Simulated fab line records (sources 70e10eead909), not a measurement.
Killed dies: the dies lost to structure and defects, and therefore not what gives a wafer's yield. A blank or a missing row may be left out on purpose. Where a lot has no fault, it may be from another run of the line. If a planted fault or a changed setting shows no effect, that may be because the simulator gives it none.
What tool caused it? :: flow nand harc :: 22 lots with 66 wafers sampled at 3 steps, on a route of 1302 steps

WHAT THE GAUGES SHOWED, per wafer
NHARC_A_ONON_D1_THK_MEAS_05: measures by ellipsometry.
lot: L074
measured: day 7 15:44
on: film metro-01
thk nm (nm): 1003 1005 1004

lot: L075
measured: day 8 04:03
on: film metro-02
thk nm (nm): 1002 1002 1001

lot: L076
measured: day 8 16:03
on: film metro-01
thk nm (nm): 1019 1019 1020

lot: L078
measured: day 9 07:41
on: film metro-02
thk nm (nm): 1001 1000 1002

lot: L077
measured: day 9 07:39
on: film metro-01
thk nm (nm): 1008 1005 1005

lot: L079
measured: day 9 21:45
on: film metro-02
thk nm (nm): 1004 1004 1006

lot: L080
measured: day 10 05:37
on: film metro-02
thk nm (nm): 1000 1001 1001

lot: L081
measured: day 10 16:36
on: film metro-02
thk nm (nm): 987 991 989

lot: L083
measured: day 11 03:32
on: film metro-02
thk nm (nm): 992 990 992

lot: L082
measured: day 11 03:32
on: film metro-01
thk nm (nm): 1006 1003 1005

lot: L084
measured: day 11 16:01
on: film metro-01
thk nm (nm): 1013 1012 1012

lot: L085
measured: day 12 03:59
on: film metro-01
thk nm (nm): 1005 1005 1005

lot: L086
measured: day 12 17:31
on: film metro-01
thk nm (nm): 1005 1003 1004

lot: L088
measured: day 13 19:08
on: film metro-02
thk nm (nm): 1010 1010 1009

lot: L087
measured: day 13 19:10
on: film metro-02
thk nm (nm): 985 981 982

lot: L090
measured: day 14 11:39
on: film metro-02
thk nm (nm): 1010 1011 1010

lot: L091
measured: day 14 22:35
on: film metro-01
thk nm (nm): 995 994 995

lot: L093
measured: day 15 14:26
on: film metro-01
thk nm (nm): 1010 1011 1009

lot: L094
measured: day 15 22:43
on: film metro-02
thk nm (nm): 997 998 999

lot: L095
measured: day 16 09:51
on: film metro-01
thk nm (nm): 1008 1006 1004

lot: L096
measured: day 16 16:59
on: film metro-01
thk nm (nm): 1004 1003 1002

lot: L097
measured: day 17 12:07
on: film metro-01
thk nm (nm): 977 977 978

WHAT TOOL EACH LOT RAN ON (gives the tool, then ch and the chambers of the sampled wafers, and finally the start)
lot: L074
NHARC_P_BONDPAD_DESCUM_11: rie diel-10 ch 0,2,3, day 6 12:34
NHARC_P_BONDPAD_STRIP_15: rie diel-04 ch 0,2, day 6 13:01

lot: L075
NHARC_P_BONDPAD_DESCUM_11: rie diel-04 ch 1,2,3, day 7 00:14
NHARC_P_BONDPAD_STRIP_15: rie diel-12 ch 1,2, day 7 00:37

lot: L076
NHARC_P_BONDPAD_DESCUM_11: rie diel-04 ch 0,1, day 7 13:16
NHARC_P_BONDPAD_STRIP_15: rie diel-10 ch 1,2,3, day 7 13:42

lot: L078
NHARC_P_BONDPAD_DESCUM_11: rie diel-04 ch 0,3, day 8 02:55
NHARC_P_BONDPAD_STRIP_15: rie diel-12 ch 1,2,3, day 8 03:19

lot: L077
NHARC_P_BONDPAD_DESCUM_11: rie diel-10 ch 0,2,3, day 8 03:49
NHARC_P_BONDPAD_STRIP_15: rie diel-04 ch 0,1,2, day 8 04:11

lot: L079
NHARC_P_BONDPAD_DESCUM_11: rie diel-10 ch 1,2,3, day 8 18:32
NHARC_P_BONDPAD_STRIP_15: rie diel-12 ch 1,2, day 8 18:56

lot: L080
NHARC_P_BONDPAD_DESCUM_11: rie diel-10 ch 0,1,3, day 8 23:29
NHARC_P_BONDPAD_STRIP_15: rie diel-12 ch 0,3, day 8 23:58

lot: L081
NHARC_P_BONDPAD_DESCUM_11: rie diel-12 ch 0,2,3, day 9 09:22
NHARC_P_BONDPAD_STRIP_15: rie diel-04 ch 0,1,2, day 9 09:49

lot: L083
NHARC_P_BONDPAD_DESCUM_11: rie diel-10 ch 0,3, day 10 01:05
NHARC_P_BONDPAD_STRIP_15: rie diel-04 ch 0,2, day 10 01:29

lot: L082
NHARC_P_BONDPAD_DESCUM_11: rie diel-10 ch 0,1,2, day 10 02:17
NHARC_P_BONDPAD_STRIP_15: rie diel-04 ch 2,3, day 10 02:40

lot: L084
NHARC_P_BONDPAD_DESCUM_11: rie diel-12 ch 0,1,3, day 10 12:59
NHARC_P_BONDPAD_STRIP_15: rie diel-04 ch 0,1,2, day 10 13:23

lot: L085
NHARC_P_BONDPAD_DESCUM_11: rie diel-10 ch 0,1,2, day 11 01:30
NHARC_P_BONDPAD_STRIP_15: rie diel-12 ch 0,2,3, day 11 01:53

lot: L086
NHARC_P_BONDPAD_DESCUM_11: rie diel-04 ch 0,1,3, day 11 14:50
NHARC_P_BONDPAD_STRIP_15: rie diel-12 ch 0,1,2, day 11 15:14

lot: L088
NHARC_P_BONDPAD_DESCUM_11: rie diel-10 ch 0,2,3, day 12 17:10
NHARC_P_BONDPAD_STRIP_15: rie diel-12 ch 0,2,3, day 12 17:34

lot: L087
NHARC_P_BONDPAD_DESCUM_11: rie diel-04 ch 0,1,3, day 12 17:44
NHARC_P_BONDPAD_STRIP_15: rie diel-10 ch 0,1,3, day 12 18:08

lot: L090
NHARC_P_BONDPAD_DESCUM_11: rie diel-04 ch 0,3, day 13 09:18
NHARC_P_BONDPAD_STRIP_15: rie diel-04 ch 1,2, day 13 09:41

lot: L091
NHARC_P_BONDPAD_DESCUM_11: rie diel-04 ch 0,3, day 13 17:56
NHARC_P_BONDPAD_STRIP_15: rie diel-10 ch 0,1,2, day 13 18:21

lot: L093
NHARC_P_BONDPAD_DESCUM_11: rie diel-10 ch 0,1,3, day 14 12:30
NHARC_P_BONDPAD_STRIP_15: rie diel-04 ch 1,3, day 14 12:53

lot: L094
NHARC_P_BONDPAD_DESCUM_11: rie diel-04 ch 0,2,3, day 14 19:56
NHARC_P_BONDPAD_STRIP_15: rie diel-10 ch 0,2, day 14 20:19

lot: L095
NHARC_P_BONDPAD_DESCUM_11: rie diel-04 ch 0,1,3, day 15 07:17
NHARC_P_BONDPAD_STRIP_15: rie diel-12 ch 1,2, day 15 07:41

lot: L096
NHARC_P_BONDPAD_DESCUM_11: rie diel-04 ch 0,2, day 15 14:39
NHARC_P_BONDPAD_STRIP_15: rie diel-12 ch 1,2,3, day 15 15:04

lot: L097
NHARC_P_BONDPAD_DESCUM_11: rie diel-10 ch 1,2,3, day 16 04:36
NHARC_P_BONDPAD_STRIP_15: rie diel-12 ch 1,2, day 16 04:59
- NHARC_P_BONDPAD_DESCUM_11: chemistry O2, time 3 s.
- NHARC_P_BONDPAD_STRIP_15: strips in O2.

AS READ BY THE TOOLS THEMSELVES (means over the sampled wafers that have a number; for cases with no such wafer, the mark the record gives instead)
NHARC_P_BONDPAD_DESCUM_11.
lot: L074
tool: rie diel-10
drypump motor current A (A): 6.4
oes product au (a.u.): 0.996
rf vpp V (V): 58.6
showerhead plenum p Torr (Torr): 1.93
throttle valve pct (%): 11.312

lot: L075
tool: rie diel-04
drypump motor current A (A): 5.7
oes product au (a.u.): 0.986
rf vpp V (V): 56.9
showerhead plenum p Torr (Torr): 1.85
throttle valve pct (%): 11.315

lot: L076
tool: rie diel-04
drypump motor current A (A): 5.9
oes product au (a.u.): 0.995
rf vpp V (V): 57.7
showerhead plenum p Torr (Torr): 1.83
throttle valve pct (%): 11.308

lot: L078
tool: rie diel-04
drypump motor current A (A): 5.7
oes product au (a.u.): 0.998
rf vpp V (V): 58.0
showerhead plenum p Torr (Torr): 1.83
throttle valve pct (%): 11.318

lot: L077
tool: rie diel-10
drypump motor current A (A): 6.4
oes product au (a.u.): 0.986
rf vpp V (V): 57.7
showerhead plenum p Torr (Torr): 1.93
throttle valve pct (%): 11.312

lot: L079
tool: rie diel-10
drypump motor current A (A): 6.0
oes product au (a.u.): 0.986
rf vpp V (V): 58.8
showerhead plenum p Torr (Torr): 1.98
throttle valve pct (%): 11.310

lot: L080
tool: rie diel-10
drypump motor current A (A): 6.0
oes product au (a.u.): 1.000
rf vpp V (V): 57.7
showerhead plenum p Torr (Torr): 1.92
throttle valve pct (%): 11.320

lot: L081
tool: rie diel-12
drypump motor current A (A): 5.7
oes product au (a.u.): 1.000
rf vpp V (V): 57.3
showerhead plenum p Torr (Torr): 1.95
throttle valve pct (%): 11.317

lot: L083
tool: rie diel-10
drypump motor current A (A): 6.3
oes product au (a.u.): 0.997
rf vpp V (V): 57.1
showerhead plenum p Torr (Torr): 1.87
throttle valve pct (%): 11.322

lot: L082
tool: rie diel-10
drypump motor current A (A): 5.8
oes product au (a.u.): 0.999
rf vpp V (V): 58.3
showerhead plenum p Torr (Torr): 2.00
throttle valve pct (%): 11.310

lot: L084
tool: rie diel-12
drypump motor current A (A): 5.6
oes product au (a.u.): 1.005
rf vpp V (V): 57.8
showerhead plenum p Torr (Torr): 1.92
throttle valve pct (%): 11.324

lot: L085
tool: rie diel-10
drypump motor current A (A): 5.8
oes product au (a.u.): 1.001
rf vpp V (V): 58.6
showerhead plenum p Torr (Torr): 2.00
throttle valve pct (%): 11.308

lot: L086
tool: rie diel-04
drypump motor current A (A): 5.7
oes product au (a.u.): 0.992
rf vpp V (V): 57.3
showerhead plenum p Torr (Torr): 1.84
throttle valve pct (%): 11.308

lot: L088
tool: rie diel-10
drypump motor current A (A): 6.4
oes product au (a.u.): 0.990
rf vpp V (V): 56.8
showerhead plenum p Torr (Torr): 1.93
throttle valve pct (%): 11.308

lot: L087
tool: rie diel-04
drypump motor current A (A): 5.7
oes product au (a.u.): 1.000
rf vpp V (V): 57.3
showerhead plenum p Torr (Torr): 1.84
throttle valve pct (%): 11.311

lot: L090
tool: rie diel-04
drypump motor current A (A): 5.8
oes product au (a.u.): 0.986
rf vpp V (V): 58.0
showerhead plenum p Torr (Torr): 1.82
throttle valve pct (%): 11.319

lot: L091
tool: rie diel-04
drypump motor current A (A): 5.8
oes product au (a.u.): 0.989
rf vpp V (V): 57.6
showerhead plenum p Torr (Torr): 1.82
throttle valve pct (%): 11.308

lot: L093
tool: rie diel-10
drypump motor current A (A): 6.0
oes product au (a.u.): 1.003
rf vpp V (V): 58.3
showerhead plenum p Torr (Torr): 1.92
throttle valve pct (%): 11.313

lot: L094
tool: rie diel-04
drypump motor current A (A): 5.8
oes product au (a.u.): 0.993
rf vpp V (V): 57.4
showerhead plenum p Torr (Torr): 1.83
throttle valve pct (%): 11.301

lot: L095
tool: rie diel-04
drypump motor current A (A): 5.7
oes product au (a.u.): 1.003
rf vpp V (V): 57.3
showerhead plenum p Torr (Torr): 1.84
throttle valve pct (%): 11.308

lot: L096
tool: rie diel-04
drypump motor current A (A): 5.8
oes product au (a.u.): 0.990
rf vpp V (V): 57.4
showerhead plenum p Torr (Torr): 1.84
throttle valve pct (%): 11.313

lot: L097
tool: rie diel-10
drypump motor current A (A): 6.0
oes product au (a.u.): 0.997
rf vpp V (V): 58.3
showerhead plenum p Torr (Torr): 1.98
throttle valve pct (%): 11.314

NHARC_P_BONDPAD_STRIP_15.
lot: L074
tool: rie diel-04
drypump motor current A (A): 5.9
oes product au (a.u.): 0.993
rf vpp V (V): 57.5
showerhead plenum p Torr (Torr): 3.39
throttle valve pct (%): 17.036

lot: L075
tool: rie diel-12
drypump motor current A (A): 6.3
oes product au (a.u.): 0.993
rf vpp V (V): 57.9
showerhead plenum p Torr (Torr): 3.64
throttle valve pct (%): 17.038

lot: L076
tool: rie diel-10
drypump motor current A (A): 6.0
oes product au (a.u.): 0.998
rf vpp V (V): 57.7
showerhead plenum p Torr (Torr): 3.65
throttle valve pct (%): 17.037

lot: L078
tool: rie diel-12
drypump motor current A (A): 6.2
oes product au (a.u.): 1.001
rf vpp V (V): 58.0
showerhead plenum p Torr (Torr): 3.62
throttle valve pct (%): 17.026

lot: L077
tool: rie diel-04
drypump motor current A (A): 5.8
oes product au (a.u.): 1.005
rf vpp V (V): 57.4
showerhead plenum p Torr (Torr): 3.41
throttle valve pct (%): 17.041

lot: L079
tool: rie diel-12
drypump motor current A (A): 6.3
oes product au (a.u.): 0.996
rf vpp V (V): 57.7
showerhead plenum p Torr (Torr): 3.64
throttle valve pct (%): 17.036

lot: L080
tool: rie diel-12
drypump motor current A (A): 5.5
oes product au (a.u.): 0.993
rf vpp V (V): 57.6
showerhead plenum p Torr (Torr): 3.51
throttle valve pct (%): 17.029

lot: L081
tool: rie diel-04
drypump motor current A (A): 5.8
oes product au (a.u.): 0.989
rf vpp V (V): 57.4
showerhead plenum p Torr (Torr): 3.41
throttle valve pct (%): 17.044

lot: L083
tool: rie diel-04
drypump motor current A (A): 5.9
oes product au (a.u.): 0.995
rf vpp V (V): 58.5
showerhead plenum p Torr (Torr): 3.39
throttle valve pct (%): 17.031

lot: L082
tool: rie diel-04
drypump motor current A (A): 5.6
oes product au (a.u.): 0.994
rf vpp V (V): 57.1
showerhead plenum p Torr (Torr): 3.40
throttle valve pct (%): 17.042

lot: L084
tool: rie diel-04
drypump motor current A (A): 5.9
oes product au (a.u.): 0.995
rf vpp V (V): 58.1
showerhead plenum p Torr (Torr): 3.41
throttle valve pct (%): 17.040

lot: L085
tool: rie diel-12
drypump motor current A (A): 5.7
oes product au (a.u.): 0.993
rf vpp V (V): 58.3
showerhead plenum p Torr (Torr): 3.58
throttle valve pct (%): 17.032

lot: L086
tool: rie diel-12
drypump motor current A (A): 5.8
oes product au (a.u.): 1.007
rf vpp V (V): 57.5
showerhead plenum p Torr (Torr): 3.61
throttle valve pct (%): 17.040

lot: L088
tool: rie diel-12
drypump motor current A (A): 5.7
oes product au (a.u.): 1.001
rf vpp V (V): 58.5
showerhead plenum p Torr (Torr): 3.58
throttle valve pct (%): 17.034

lot: L087
tool: rie diel-10
drypump motor current A (A): 6.0
oes product au (a.u.): 1.001
rf vpp V (V): 57.8
showerhead plenum p Torr (Torr): 3.54
throttle valve pct (%): 17.036

lot: L090
tool: rie diel-04
drypump motor current A (A): 5.7
oes product au (a.u.): 0.992
rf vpp V (V): 58.1
showerhead plenum p Torr (Torr): 3.43
throttle valve pct (%): 17.045

lot: L091
tool: rie diel-10
drypump motor current A (A): 5.8
oes product au (a.u.): 1.015
rf vpp V (V): 57.9
showerhead plenum p Torr (Torr): 3.67
throttle valve pct (%): 17.031

lot: L093
tool: rie diel-04
drypump motor current A (A): 5.6
oes product au (a.u.): 1.001
rf vpp V (V): 57.3
showerhead plenum p Torr (Torr): 3.42
throttle valve pct (%): 17.036

lot: L094
tool: rie diel-10
drypump motor current A (A): 6.2
oes product au (a.u.): 0.999
rf vpp V (V): 58.3
showerhead plenum p Torr (Torr): 3.69
throttle valve pct (%): 17.037

lot: L095
tool: rie diel-12
drypump motor current A (A): 6.3
oes product au (a.u.): 1.011
rf vpp V (V): 57.1
showerhead plenum p Torr (Torr): 3.63
throttle valve pct (%): 17.030

lot: L096
tool: rie diel-12
drypump motor current A (A): 6.2
oes product au (a.u.): 1.008
rf vpp V (V): 58.6
showerhead plenum p Torr (Torr): 3.61
throttle valve pct (%): 17.039

lot: L097
tool: rie diel-12
drypump motor current A (A): 6.3
oes product au (a.u.): 0.994
rf vpp V (V): 58.5
showerhead plenum p Torr (Torr): 3.63
throttle valve pct (%): 17.032

THE ANSWER, worked out from the rows above alone
Rule: usual is defined by the lots themselves. Put in order of their means at a reading, lots are off if they are a third of the lots or fewer, leave a main group of 4 or more, and stand apart from it by a gap of 3 or more times the standard deviation of the main group's means; of several such gaps the widest counts. The tables above print the reading to a certain number of digits; a main group whose means all agree to those digits is not used. A lot without any number at a reading at which 4 lots or more have one is off too. Where the step has rows for the other lots, those lots are counted as sound. First the gauges in route order, then the tools' own readings, where a lot's mean is used as printed above. The first step at which some lot is off is used, and at that step the reading that is off furthest; a lot without a number counts as furthest.
Across all readings shown, no lot is off: no conclusion can be drawn from this.

WHAT HAD BEEN PUT IN BY THE SIMULATOR
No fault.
